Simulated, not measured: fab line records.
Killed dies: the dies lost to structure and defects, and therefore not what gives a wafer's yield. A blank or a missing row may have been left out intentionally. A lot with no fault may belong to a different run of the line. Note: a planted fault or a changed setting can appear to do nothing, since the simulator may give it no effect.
fab line records ; flow nand-harc
[record] lots = 13; wafers = 38; last-day = 34
route steps=1302 shown A_SLIT@937 A_SIN_REMOVE@951 A_WL_FILL@966
lots untouched by any fault: they come from a run of this same line in which no faults occurred
start-h: hours from the record's opening day to when the first of the lot's shown wafers began ; wait-h: time in hours since the lot's previous step ; " identical to the entry in the row above ; L1.1+2: a row that stands for several wafers ; - either no value or no given start ; * or withheld: withheld ; < > ~ a bound
route shown NAME@n: NAME is a module with steps in the file, n the number in the route of the first one ; usual: mean and standard deviation over wafers with no fault ; same: alike in all rows ; chamber/n: place in a boat ; sites: readings site by site ; _std_site: the standard deviation of these ; _edge_site: inner sites' mean taken away from outer sites' mean ; radius-mm: how far each site lies from the wafer's centre ; mask NAME#n: copy n ; behind: the most recent tool/chamber to have shaped the wafer ; hold: cause of the lot's hold/its duration in hours/its outcome ; device: names the non-switching transistor (n, p or np) ; end of line: the route-end tests of the same wafers ; for a step that has no rows: nothing shown but its recipe ; killed: not the wafer's yield, but the dies lost to structure and defects at the first sort ; map: per-die view of a wafer (x killed, . not killed, _ where there is no die)
set.NAME: the setting the step ran with; set.NAME@STEP: the setting that earlier step ran with ; model.NAME: the simulator's own value behind a step, which no gauge read
a sample of lots followed through the steps of the route, with each step as a table and each wafer as a row
services: a tool's chamber out of use, with start hour (start-h, from the record's first day; less than 0 if before it), hours out, and reason
[[steps]]
[step NHARC_A_SLIT_ETCH_24]
[recipe] target-depth-a = 1210; time-s = 60.5; cf4-flow-sccm = 100; chf3-flow-sccm = 30; ar-flow-sccm = 0; rf-w = 500; bias-w = 200; chemistry = CF4/CHF3
[usual] drypump-motor-current-A = 5.8/0.38; oes-product-au = 0.968/0.016; rf-vpp-V = 371.0/2.5; showerhead-plenum-p-Torr = 1.58/0.068; throttle-valve-pct = 16.802/0.0085
lot.wafer;tool;chamber;start-h;wait-h;drypump-motor-current-A;oes-product-au;rf-hours-counter-h;rf-vpp-V;showerhead-plenum-p-Torr;throttle-valve-pct
L176.4;rie-diel-12;1;473.73;0.1;5.8;0.960;0;371.3;1.61;16.807
L176.5;rie-diel-12;0;473.73;0.1;5.9;0.961;-;375.2;1.66;16.790
L176.6;rie-diel-12;1;473.73;0.1;5.8;0.968;-;370.8;1.61;16.807
L173.4;rie-diel-06;0;474.33;0.1;5.5;0.987;8;372.5;1.61;16.796
L173.1;rie-diel-06;1;474.33;0.1;5.1;0.969;7;371.8;1.58;16.808
L173.6;rie-diel-06;2;474.33;0.1;5.5;0.972;-;367.8;1.47;16.788
L174.2;rie-diel-06;2;479.82;0.1;5.5;0.958;10;367.5;1.47;16.797
L174.5;rie-diel-06;1;479.82;0.1;5.1;0.980;-;370.5;1.58;16.793
L174.6;rie-diel-06;2;479.82;0.1;5.5;0.969;-;367.1;1.47;16.795
L175.1;rie-diel-12;2;485.58;0.1;5.9;0.976;1;366.3;1.48;16.799
L175.2;rie-diel-12;3;485.58;0.1;6.5;0.959;1;373.4;1.65;16.813
L175.5;rie-diel-12;2;485.58;0.1;5.9;0.973;-;368.7;1.48;16.794
L179.4;rie-diel-06;2;508.60;0.1;5.5;0.975;1;366.7;1.47;16.802
L179.6;rie-diel-06;0;508.60;0.1;5.5;0.975;-;371.9;1.60;16.801
L179.5;rie-diel-06;1;508.60;0.1;5.1;0.969;-;371.3;1.58;16.795
L180.2;rie-diel-12;0;508.74;0.1;5.9;0.967;4;370.9;1.66;16.791
L180.5;rie-diel-12;0;508.74;0.1;5.9;0.954;-;375.0;1.66;16.804
L180.6;rie-diel-12;1;508.74;0.1;5.8;0.944;-;370.9;1.61;16.809
L186.5;rie-diel-12;1;578.77;0.1;5.8;0.922;-;370.1;1.61;16.803
L186.6;rie-diel-12;2;578.77;0.1;5.9;0.946;-;365.8;1.47;16.808
L191.3;rie-diel-12;2;642.08;0.1;5.9;0.960;0;368.1;1.47;16.793
L191.4;rie-diel-12;0;642.08;0.1;5.9;0.970;0;372.7;1.66;16.797
L191.1;rie-diel-12;1;642.08;0.1;5.8;0.968;0;370.6;1.61;16.785
L190.2;rie-diel-06;3;642.24;0.1;5.7;0.948;9;372.6;1.65;16.803
L190.1;rie-diel-06;1;642.24;0.1;5.1;0.934;11;370.4;1.58;16.795
L190.3;rie-diel-06;2;642.24;0.1;5.5;0.943;11;367.0;1.47;16.803
L193.1;rie-diel-06;3;646.35;0.1;5.7;0.988;10;372.6;1.65;16.799
L193.2;rie-diel-06;1;646.35;0.1;5.1;0.965;12;373.3;1.58;16.790
L193.5;rie-diel-06;2;646.35;0.1;5.5;0.979;-;365.9;1.47;16.808
L192.1;rie-diel-12;3;646.51;0.1;6.5;0.979;1;373.5;1.65;16.791
L192.2;rie-diel-12;0;646.51;0.1;5.9;0.971;1;374.2;1.66;16.811
L192.4;rie-diel-12;1;646.51;0.1;5.8;0.975;1;372.3;1.61;16.811
L194.4;rie-diel-05;2;674.91;0.1;5.5;0.959;3;368.3;1.53;16.803
L194.3;rie-diel-05;3;674.91;0.1;6.5;0.972;3;375.8;1.68;16.809
L194.6;rie-diel-05;1;674.91;0.1;6.0;0.978;-;369.8;1.57;16.791
L195.2;rie-diel-06;3;689.50;0.1;5.7;0.990;0;373.7;1.65;16.796
L195.1;rie-diel-06;0;689.50;0.1;5.5;0.967;0;371.1;1.60;16.809
L195.6;rie-diel-06;2;689.50;0.1;5.5;0.964;-;367.7;1.47;16.795
[step NHARC_A_SIN_REMOVE_INSPECT_04]
[usual] raw-defect-count = 401/110
lot.wafer;tool;chamber;start-h;wait-h;raw-defect-count
L176.4;defect-inspect-01;-;486.60;0.0;352
L176.5;defect-inspect-01;-;486.60;0.0;766
L176.6;defect-inspect-01;-;486.60;0.0;721
L173.1;defect-inspect-01;-;490.10;0.0;307
L173.4;defect-inspect-01;-;490.10;0.0;371
L173.6;defect-inspect-01;-;490.10;0.0;390
L174.2;defect-inspect-01;-;494.84;0.0;334
L174.5;defect-inspect-01;-;494.84;0.0;310
L174.6;defect-inspect-01;-;494.84;0.0;381
L175.1;defect-inspect-01;-;502.32;0.0;641
L175.2;defect-inspect-01;-;502.32;0.0;550
L175.5;defect-inspect-01;-;502.32;0.0;472
L179.4;defect-inspect-02;-;521.46;0.0;393
L179.5;defect-inspect-02;-;521.46;0.0;375
L179.6;defect-inspect-02;-;521.46;0.0;353
L180.2;defect-inspect-01;-;524.90;0.0;359
L180.5;defect-inspect-01;-;524.90;0.0;554
L180.6;defect-inspect-01;-;524.90;0.0;481
L186.5;defect-inspect-02;-;591.67;0.0;337
L186.6;defect-inspect-02;-;591.67;0.0;352
L190.1;defect-inspect-02;-;654.98;0.0;340
L190.2;defect-inspect-02;-;654.98;0.0;256
L190.3;defect-inspect-02;-;654.98;0.0;367
L191.1;defect-inspect-01;-;654.99;0.0;566
L191.3;defect-inspect-01;-;654.99;0.0;454
L191.4;defect-inspect-01;-;654.99;0.0;547
L193.1;defect-inspect-02;-;659.27;0.0;372
L193.2;defect-inspect-02;-;659.27;0.0;324
L193.5;defect-inspect-02;-;659.27;0.0;408
L192.1;defect-inspect-01;-;659.28;0.0;258
L192.2;defect-inspect-01;-;659.28;0.0;368
L192.4;defect-inspect-01;-;659.28;0.0;283
L194.3;defect-inspect-02;-;687.80;0.0;352
L194.4;defect-inspect-02;-;687.80;0.0;286
L194.6;defect-inspect-02;-;687.80;0.0;263
L195.1;defect-inspect-01;-;705.34;0.0;456
L195.2;defect-inspect-01;-;705.34;0.0;396
L195.6;defect-inspect-01;-;705.34;0.0;468
[step NHARC_A_WL_FILL_ETCHBACK_16]
[recipe] target-depth-a = 1200; time-s = 24; c4f8-flow-sccm = withheld; o2-flow-sccm = 8; ar-flow-sccm = withheld; rf-w = 600; bias-w = 800; chemistry = C4F8/O2/Ar
[usual] oes-product-au = 0.97/0.034; rf-vpp-V = 723/4.6
lot.wafer;tool;chamber;start-h;wait-h;oes-product-au;rf-hours-counter-h;rf-vpp-V
L176.4;rie-diel-04;0;-;-;0.93;3.3;719
L176.5;rie-diel-04;0;-;-;0.93;-;718
L176.6;rie-diel-04;1;-;-;0.92;-;722
L173.4;rie-diel-08;3;-;-;0.92;6.2;731
L173.1;rie-diel-08;0;-;-;0.94;5.9;719
L173.6;rie-diel-08;2;-;-;0.93;-;724
L174.2;rie-diel-04;0;-;-;1.00;3.5;720
L174.5;rie-diel-04;2;-;-;1.00;-;721
L174.6;rie-diel-04;3;-;-;1.00;-;731
L175.1;rie-diel-08;1;-;-;0.97;5.7;720
L175.2;rie-diel-08;2;-;-;1.00;6.1;724
L175.5;rie-diel-08;0;-;-;1.02;-;717
L180.2;rie-diel-08;1;-;-;0.98;7.0;720
L180.6;rie-diel-08;2;-;-;1.00;-;725
L180.5;rie-diel-08;3;-;-;0.97;-;729
L179.4;rie-diel-08;2;-;-;1.00;7.5;723
L179.6;rie-diel-08;3;-;-;0.99;-;730
L179.5;rie-diel-08;0;-;-;1.01;-;719
L186.5;rie-diel-08;3;-;-;0.92;-;731
L186.6;rie-diel-08;0;-;-;0.93;-;719
L191.3;rie-diel-08;0;-;-;1.00;6.3;719
L191.4;rie-diel-08;2;-;-;1.00;4.8;723
L191.1;rie-diel-08;3;-;-;0.98;5.9;729
L190.1;rie-diel-04;2;-;-;0.92;3.7;720
L190.3;rie-diel-04;0;-;-;0.93;3.6;717
L190.2;rie-diel-04;1;-;-;0.91;3.5;723
L193.1;rie-diel-08;0;-;-;1.00;6.5;719
L193.2;rie-diel-08;2;-;-;1.00;4.9;724
L193.5;rie-diel-08;0;-;-;0.99;-;719
L192.1;rie-diel-13;2;-;-;1.00;5.2;717
L192.4;rie-diel-13;0;-;-;1.01;4.7;718
L192.2;rie-diel-13;1;-;-;0.99;5.0;725
L194.3;rie-diel-08;2;-;-;1.01;5.5;722
L194.4;rie-diel-08;3;-;-;1.01;7.3;729
L194.6;rie-diel-08;1;-;-;0.99;-;719
L195.2;rie-diel-08;2;-;-;1.01;7.4;724
L195.1;rie-diel-08;3;-;-;1.00;9.4;729
L195.6;rie-diel-08;2;-;-;1.01;-;724
[step NHARC_A_WL_FILL_ETCHBACK_17]
[recipe] target-depth-a = 40; time-s = 26.7; chemistry = Cl2/BCl3
[usual] drypump-motor-current-A = 5.8/0.34; oes-product-au = 0.997/0.011
lot.wafer;tool;chamber;start-h;wait-h;drypump-motor-current-A;oes-product-au;rf-hours-counter-h
L176.4;rie-metal-01;1;498.17;-;5.5;0.987;-
L176.6;rie-metal-01;1;498.17;-;5.5;0.988;-
L176.5;rie-metal-01;0;498.17;-;6.2;0.980;-
L173.1;rie-metal-02;0;502.09;-;5.4;1.018;0.7
L173.4;rie-metal-02;1;502.09;-;6.1;0.979;-
L173.6;rie-metal-02;0;502.09;-;5.4;1.004;-
L174.2;rie-metal-01;0;507.42;-;6.3;0.985;1.6
L174.5;rie-metal-01;0;507.42;-;6.3;0.975;-
L174.6;rie-metal-01;1;507.42;-;5.5;0.987;-
L175.1;rie-metal-01;1;514.41;-;5.5;0.983;1.7
L175.2;rie-metal-01;0;514.41;-;6.3;0.974;1.7
L175.5;rie-metal-01;1;514.41;-;5.5;0.987;-
L180.2;rie-metal-02;1;537.81;-;6.1;0.976;1.5
L180.5;rie-metal-02;1;537.81;-;6.1;0.985;-
L180.6;rie-metal-02;0;537.81;-;5.4;1.004;-
L179.4;rie-metal-03;0;538.35;-;5.9;1.008;-
L179.6;rie-metal-03;1;538.35;-;5.8;1.006;-
L179.5;rie-metal-03;0;538.35;-;5.9;0.996;-
L186.5;rie-metal-02;1;603.64;-;6.1;0.839;-
L186.6;rie-metal-02;0;603.64;-;5.4;0.837;-
L190.1;rie-metal-02;0;666.44;-;5.4;1.005;0.7
L190.2;rie-metal-02;1;666.44;-;6.1;1.001;0.7
L190.3;rie-metal-02;0;666.44;-;5.4;0.993;-
L191.1;rie-metal-01;0;666.45;-;6.3;0.997;1.5
L191.4;rie-metal-01;1;666.45;-;5.5;1.000;-
L191.3;rie-metal-01;0;666.45;-;6.3;1.000;-
L193.1;rie-metal-03;1;671.00;-;5.8;0.988;2.7
L193.2;rie-metal-03;0;671.00;-;5.9;1.006;2.3
L193.5;rie-metal-03;0;671.00;-;5.9;1.004;-
L192.2;rie-metal-02;1;671.13;-;6.1;0.992;0.7
L192.1;rie-metal-02;0;671.13;-;5.4;0.987;0.7
L192.4;rie-metal-02;1;671.13;-;6.1;0.992;-
L194.4;rie-metal-02;1;699.67;-;6.1;0.982;-
L194.3;rie-metal-02;0;699.67;-;5.4;0.987;-
L194.6;rie-metal-02;1;699.67;-;6.1;0.988;-
L195.2;rie-metal-02;0;716.96;-;5.4;0.992;1.3
L195.1;rie-metal-02;1;716.96;-;6.1;1.007;1.3
L195.6;rie-metal-02;1;716.96;-;6.1;1.001;-
[[services]]
tool;chamber;start-h;hours;kind
rie-metal-02;-;454.00;9.0;pm
rie-metal-01;-;473.44;1.4;repair
rie-diel-06;-;484.27;9.0;pm
rie-diel-12;-;504.33;0.7;repair
rie-diel-06;1;525.83;4.6;repair
rie-diel-08;3;527.26;5.5;repair
rie-diel-04;-;531.90;9.0;pm
rie-diel-06;2;532.31;4.3;repair
rie-diel-08;-;544.80;9.0;pm
rie-diel-04;3;548.38;10.6;repair
rie-metal-01;-;575.00;9.0;pm
rie-diel-08;2;583.84;12.4;repair
rie-diel-08;-;597.60;1.2;repair
rie-diel-12;-;622.40;9.0;pm
rie-metal-02;-;631.00;9.0;pm
rie-diel-08;0;641.73;3.3;repair
rie-diel-08;3;649.00;5.8;repair
rie-diel-06;-;661.27;9.0;pm
rie-metal-01;-;667.41;0.3;repair
rie-diel-08;2;682.28;4.2;repair
rie-diel-04;0;690.87;2.9;repair
rie-diel-12;-;701.19;0.6;repair
rie-metal-02;0;702.22;2.6;repair
rie-diel-04;-;708.90;9.0;pm
[[key]]
[first-sign] step = NHARC_A_WL_FILL_ETCHBACK_17; reading = oes-product-au; direction = down; sigmas = 14; usual = 0.997; struck = 0.838
effect none on later readings
met-at NHARC_A_WL_FILL_ETCHBACK_17
struck-lots L186
struck-wafers L186.5,L186.6
tester-left-out L186
not-acting-at NHARC_A_SLIT_ETCH_24,NHARC_A_SIN_REMOVE_INSPECT_04,NHARC_A_WL_FILL_ETCHBACK_16
onset-between 537.81 603.64
[fault] kind = process-parameter-drift; tool = rie-metal-02; chamber = -; onset-h = 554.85; steps = NHARC_A_WL_FILL_ETCHBACK_17; channel = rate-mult; offset = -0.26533; shape = step; end-h = 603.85; scope = struck-wafers-only
// tester-left-out: of these lots the tester's yield and bins aren't shown, on N5 and GAA mostly nor the transistor test; their killed dies are dies lost to structure and defects alone, not to doping, threshold or leakage, so they don't give the yield
